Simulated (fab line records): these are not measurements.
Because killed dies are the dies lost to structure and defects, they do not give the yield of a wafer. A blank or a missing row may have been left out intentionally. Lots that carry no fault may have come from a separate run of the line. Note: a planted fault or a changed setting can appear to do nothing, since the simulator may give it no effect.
Matching of chambers + flow nand harc + NHARC_A_WL_FILL_ALD_02 on ald metal-04: 4 sister chambers
The step deposits TiN, target thk 2 nm, pulse time 3 s, ald cycles 100. 8 wafers are shown with their chamber, then 12 later ones without.

## WAFERS, EACH WITH ITS CHAMBER
| wafer  | chamber | heater power w (W) | precursor pulse height rel |
|--------|---------|--------------------|----------------------------|
| L088.3 | 3       | 1223               | 1.003                      |
| L088.6 | 3       | 1247               | 1.013                      |
| L088.1 | 2       | 1087               | 1.016                      |
| L088.2 | 0       | 1183               | 1.005                      |
| L088.4 | 1       | 873                | 1.011                      |
| L093.1 | 1       | 861                | 1.001                      |
| L093.2 | 2       | 1077               | 1.007                      |
| L093.3 | 0       | 1156               | 0.981                      |

## WAFERS WITHOUT THEIR CHAMBER
| wafer  | heater power w (W) | precursor pulse height rel |
|--------|--------------------|----------------------------|
| L093.4 | 1263               | 1.013                      |
| L093.5 | 1164               | 1.004                      |
| L093.6 | 877                | 1.017                      |
| L091.1 | 1165               | 1.005                      |
| L091.3 | 1103               | 0.975                      |
| L091.4 | 883                | 0.974                      |
| L094.2 | 1263               | 1.028                      |
| L094.3 | 1159               | 1.027                      |
| L094.4 | 1072               | 1.021                      |
| L096.1 | 1163               | 1.007                      |
| L096.5 | 1127               | 0.983                      |
| L096.6 | 1251               | 1.014                      |

## EACH ONE'S CHAMBER
| wafer  | from the rows above     | in truth |
|--------|-------------------------|----------|
| L093.4 | 3                       | 3        |
| L093.5 | 0                       | 0        |
| L093.6 | 1                       | 1        |
| L091.1 | 0                       | 0        |
| L091.3 | can't be placed: 2 or 0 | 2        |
| L091.4 | 1                       | 1        |
| L094.2 | 3                       | 3        |
| L094.3 | 0                       | 0        |
| L094.4 | 2                       | 2        |
| L096.1 | 0                       | 0        |
| L096.5 | can't be placed: 0 or 2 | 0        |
| L096.6 | 3                       | 3        |
Correct placement for 10 of the 12. Not placeable from these rows: 2 (in 2, the candidates include the true chamber). Wrongly placed: 0.
How it was worked out, from the rows above alone: a wafer's distance from a chamber is the root of the sum, over the readings, of the square of ((its reading less the chamber's mean) divided by the reading's scatter). The wafer belongs to the nearest chamber; if the next one is less than 2 further off, it can't be placed. For every chamber, the mean is computed from those of its wafers that are shown. The scatter is the square root of a quotient: the sum, over the shown wafers, of each reading's squared deviation from its chamber's mean, divided by wafers minus chambers.
